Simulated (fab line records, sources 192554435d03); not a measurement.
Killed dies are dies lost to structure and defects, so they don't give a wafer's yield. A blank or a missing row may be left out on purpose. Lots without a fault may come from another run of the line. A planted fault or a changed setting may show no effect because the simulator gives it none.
Tool commonality check | flow n5_finfet | 8 lots, 24 wafers sampled

WHY IT WAS OPENED
At N5_BEOL_M2_INSPECT_30 the reading raw_defect_count is flagged on 2 of 8 lots. Wafers without a fault read 380, standard deviation 88.
Rule: a lot is flagged when every wafer of it that has a number lies more than 4 standard deviations from that mean, or none has a number. The other lots count as sound.

lot  | measured     | on                | raw_defect_count, wafer by wafer | flag
L405 | day 6 20:34  | defect_inspect-02 | 282 309 216                      |
L406 | day 6 22:36  | defect_inspect-02 | 552 405 319                      |
L408 | day 7 17:10  | defect_inspect-01 | 328 397 289                      |
L415 | day 9 16:01  | defect_inspect-02 | 1606 1554 1602                   | FLAGGED
L416 | day 9 16:25  | defect_inspect-02 | 1577 1639 1757                   | FLAGGED
L420 | day 10 16:31 | defect_inspect-01 | 282 305 429                      |
L425 | day 12 06:56 | defect_inspect-01 | 457 305 437                      |
L427 | day 12 16:05 | defect_inspect-01 | 320 384 332                      |
The numbers of the flagged lots are 1622 on average: +1242 against the usual, or +14 standard deviations.

WHICH TOOL RAN EACH LOT
The record holds 2 process steps before the reading, out of a route of 1938 steps. In each cell: the tool, then ch and the chambers that the sampled wafers went through, then the start.
lot  | flag    | N5_BEOL_M2_ETCH_64                 | N5_BEOL_M2_STRIP_66
L405 |         | rie_diel-02 ch 0,3, day 6 19:40    | rie_diel-02 ch 0,3, day 6 19:48
L406 |         | rie_diel-02 ch 0,3, day 6 21:49    | rie_diel-02 ch 0,3, day 6 21:57
L408 |         | rie_diel-04 ch 0,2, day 7 16:17    | rie_diel-04 ch 0,2, day 7 16:25
L415 | FLAGGED | rie_diel-02 ch 0,1,3, day 9 15:10  | rie_diel-02 ch 0,1,3, day 9 15:15
L416 | FLAGGED | rie_diel-02 ch 0,1, day 9 15:31    | rie_diel-02 ch 0,1, day 9 15:39
L420 |         | rie_diel-04 ch 0,2,3, day 10 15:37 | rie_diel-04 ch 0,2,3, day 10 15:45
L425 |         | rie_diel-05 ch 0,2,3, day 12 06:02 | rie_diel-05 ch 0,2,3, day 12 06:10
L427 |         | rie_diel-05 ch 0,3, day 12 15:11   | rie_diel-05 ch 0,3, day 12 15:20
What these steps do:
- N5_BEOL_M2_ETCH_64: etches SOC in N2/H2, target depth 75 nm, overetch 22.5 nm, time 121.9 s.
- N5_BEOL_M2_STRIP_66: strips in CF4.
- N5_BEOL_M2_INSPECT_30: inspects for defects (brightfield).

FLAGGED OVER TOTAL, TOOL BY TOOL (the gauges that took the reading come last)
step                  | tool              | lots run | flagged | share of the flagged lots | sound lots run after its first flagged lot
N5_BEOL_M2_ETCH_64    | rie_diel-02       | 4        | 2       | all                       | 0
N5_BEOL_M2_ETCH_64    | rie_diel-04       | 2        | 0       | none                      | -
N5_BEOL_M2_ETCH_64    | rie_diel-05       | 2        | 0       | none                      | -
N5_BEOL_M2_STRIP_66   | rie_diel-02       | 4        | 2       | all                       | 0
N5_BEOL_M2_STRIP_66   | rie_diel-04       | 2        | 0       | none                      | -
N5_BEOL_M2_STRIP_66   | rie_diel-05       | 2        | 0       | none                      | -
N5_BEOL_M2_INSPECT_30 | defect_inspect-01 | 4        | 0       | none                      | -
N5_BEOL_M2_INSPECT_30 | defect_inspect-02 | 4        | 2       | all                       | 0

WHAT THE TABLE ALLOWS
3 rows of the table ran every flagged lot: rie_diel-02 at N5_BEOL_M2_ETCH_64, rie_diel-02 at N5_BEOL_M2_STRIP_66, defect_inspect-02 at N5_BEOL_M2_INSPECT_30.
- rie_diel-02 at N5_BEOL_M2_ETCH_64: 2 of its 4 lots flagged. Its last sound lot is L406 (day 6 21:49), its first flagged lot L415 (day 9 15:10): a fault that began between those two fits.
- rie_diel-02 at N5_BEOL_M2_STRIP_66: 2 of its 4 lots flagged. Its last sound lot is L406 (day 6 21:57), its first flagged lot L415 (day 9 15:15): a fault that began between those two fits.
- defect_inspect-02 at N5_BEOL_M2_INSPECT_30: 2 of its 4 lots flagged. Its last sound lot is L406 (day 6 22:36), its first flagged lot L415 (day 9 16:01): a fault that began between those two fits.
Counting lots can't tell these 2 tools apart, because each fits a fault that began at some hour. More lots, or a look at what each step does to the wafer, might.

WHAT THE SIMULATOR HAD PUT IN
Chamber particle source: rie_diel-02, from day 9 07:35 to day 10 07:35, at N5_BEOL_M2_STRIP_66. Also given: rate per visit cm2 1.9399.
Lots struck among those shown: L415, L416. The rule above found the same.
